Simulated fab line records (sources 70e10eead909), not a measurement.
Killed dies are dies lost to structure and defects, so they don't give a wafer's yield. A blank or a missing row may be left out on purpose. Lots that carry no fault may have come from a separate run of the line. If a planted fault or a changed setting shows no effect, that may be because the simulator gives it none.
Comparing a struck lot with a sound one :: flow nandHarc :: 13 steps out of a route of 1302
Sound: wafers L255.3, L255.4, L255.5. Wafers struck: L262.1, L262.4, L262.5. The cause is given at the end.
For every step that has rows: the tool of each side, followed by ch and its chambers, followed by its first start. Under that, the readings that differ: sound wafers :: struck wafers :: difference of the means :: sigmas: that difference in standard deviations of wafers without a fault.
alike: same words and numbers on both sides, and readings whose means sit less than 2 such deviations apart. not compared: any withheld reading, any reading some wafer has no value for, any bound like >300 that may hide the same value, and any number with overlapping values for which the record gives no deviation.
A row with sigmas, a row that says differs or no value, or rows on one side alone: a step with any of these is where the two part. Non-overlapping numbers with no deviation appear without sigmas and do not part them. Lack of a reading on every wafer of one side parts them only where that side has two or more wafers.

NHARC_P_ZERO_WELL_DESCUM_39: chemistry O2, time 3 s.
  sound on rieDiel-09 ch 1,3, day 2 20:31; struck on rieDiel-05 ch 2,3, day 5 18:11
reading: showerheadPlenumPTorr (Torr)
sound: 2.07 2.03 2.03
struck: 1.85 1.80 1.86
difference: -0.21
sigmas: -2
  alike: drypumpMotorCurrentA, oesProductAu, rfVppV, throttleValvePct
  not compared: rfHoursCounterH
then, 11 steps without rows for these wafers: NHARC_P_ZERO_WELL_IMPLANT_40; NHARC_P_ZERO_WELL_IMPLANT_59; NHARC_P_ZERO_WELL_IMPLANT_60; NHARC_P_ZERO_WELL_STRIP_41 (strips in SPM, time 840 s); NHARC_P_ZERO_WELL_DEHYDRATE_44 (time 120 s); NHARC_P_ZERO_WELL_HMDS_45 (time 30 s); NHARC_P_ZERO_WELL_COAT_46; NHARC_P_ZERO_WELL_SOFTBAKE_47 (time 95 s); NHARC_P_ZERO_WELL_EBR_48; NHARC_P_ZERO_WELL_EXPOSE_49 (exposes mask P HVPW, target cd 2000 nm); NHARC_P_ZERO_WELL_PEB_50 (peb time 85 s).
NHARC_P_ZERO_WELL_DEVELOP_51: time 70 s.
  sound on lithoTrack-07 ch 0, day 2 21:00; struck on lithoTrack-05, day 5 19:00
  no value came back on the struck wafers for chillPlateTempC (C), exhaustPa (Pa); on the sound wafers chillPlateTempC (C) reads 22.90 22.84 22.91

WHERE THEY PART
Last at NHARC_P_ZERO_WELL_DEVELOP_51 as far as this record goes, first at NHARC_P_ZERO_WELL_DESCUM_39.

WHY: what the simulator had put in
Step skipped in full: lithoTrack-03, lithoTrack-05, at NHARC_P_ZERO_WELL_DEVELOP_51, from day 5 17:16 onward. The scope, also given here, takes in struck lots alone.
